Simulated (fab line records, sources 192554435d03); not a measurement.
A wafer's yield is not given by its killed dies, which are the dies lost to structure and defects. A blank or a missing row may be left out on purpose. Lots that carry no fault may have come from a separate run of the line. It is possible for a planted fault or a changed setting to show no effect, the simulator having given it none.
Matching of chambers :: flow n5 finfet :: N5_HKMG_FIN_ALD_91 on ald metal-03 has 4 sister chambers
The step deposits TiN, target thk 1 nm, pulse time 1 s, purge time 3 s. 8 wafers are shown with their chamber, then 7 later ones without.

== WAFERS WITH THEIR CHAMBER ==
wafer: L080.1
chamber: 0
heater power w (W): 840
precursor pulse height rel: 1.006

wafer: L080.2
chamber: 2
heater power w (W): 843
precursor pulse height rel: 0.986

wafer: L081.3
chamber: 2
heater power w (W): 860
precursor pulse height rel: 0.985

wafer: L081.4
chamber: 1
heater power w (W): 816
precursor pulse height rel: 1.002

wafer: L091.1
chamber: 0
heater power w (W): 837
precursor pulse height rel: 0.986

wafer: L091.6
chamber: 3
heater power w (W): 966
precursor pulse height rel: 1.016

wafer: L093.2
chamber: 1
heater power w (W): 827
precursor pulse height rel: 1.016

wafer: L093.4
chamber: 3
heater power w (W): 997
precursor pulse height rel: 1.025

== WAFERS WITH NO CHAMBER GIVEN ==
wafer: L093.6
heater power w (W): 835
precursor pulse height rel: 1.002

wafer: L094.1
heater power w (W): 874
precursor pulse height rel: 0.973

wafer: L094.5
heater power w (W): 875
precursor pulse height rel: 1.011

wafer: L094.6
heater power w (W): 807
precursor pulse height rel: 1.011

wafer: L097.2
heater power w (W): 844
precursor pulse height rel: 1.010

wafer: L097.3
heater power w (W): 819
precursor pulse height rel: 1.015

wafer: L097.5
heater power w (W): 828
precursor pulse height rel: 1.016

== WHICH CHAMBER EACH WENT THROUGH ==
wafer: L093.6
from the rows above: can't be placed: 0 or 1 or 2
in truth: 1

wafer: L094.1
from the rows above: can't be placed: 2 or 0
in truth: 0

wafer: L094.5
from the rows above: can't be placed: 0 or 2 or 1
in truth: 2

wafer: L094.6
from the rows above: can't be placed: 1 or 0
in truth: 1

wafer: L097.2
from the rows above: can't be placed: 0 or 1 or 2
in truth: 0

wafer: L097.3
from the rows above: can't be placed: 1 or 0
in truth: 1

wafer: L097.5
from the rows above: can't be placed: 1 or 0
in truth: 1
Placed correctly: 0 of 7. Not placeable from these rows: 7 (in 7, the candidates include the true chamber). Number placed wrongly: 0.
How it was worked out, from the rows above alone: a wafer's distance from a chamber is the root of the sum, over the readings, of the square of ((its reading less the chamber's mean) divided by the reading's scatter). If the next closest chamber is less than 2 further off than the closest, the wafer can't be placed; otherwise it belongs to the closest. A chamber's mean is the mean of its shown wafers. How the scatter is found: for the shown wafers, subtract from each reading the mean of its chamber, square and add these, divide the total by (wafers less chambers), then take the root.
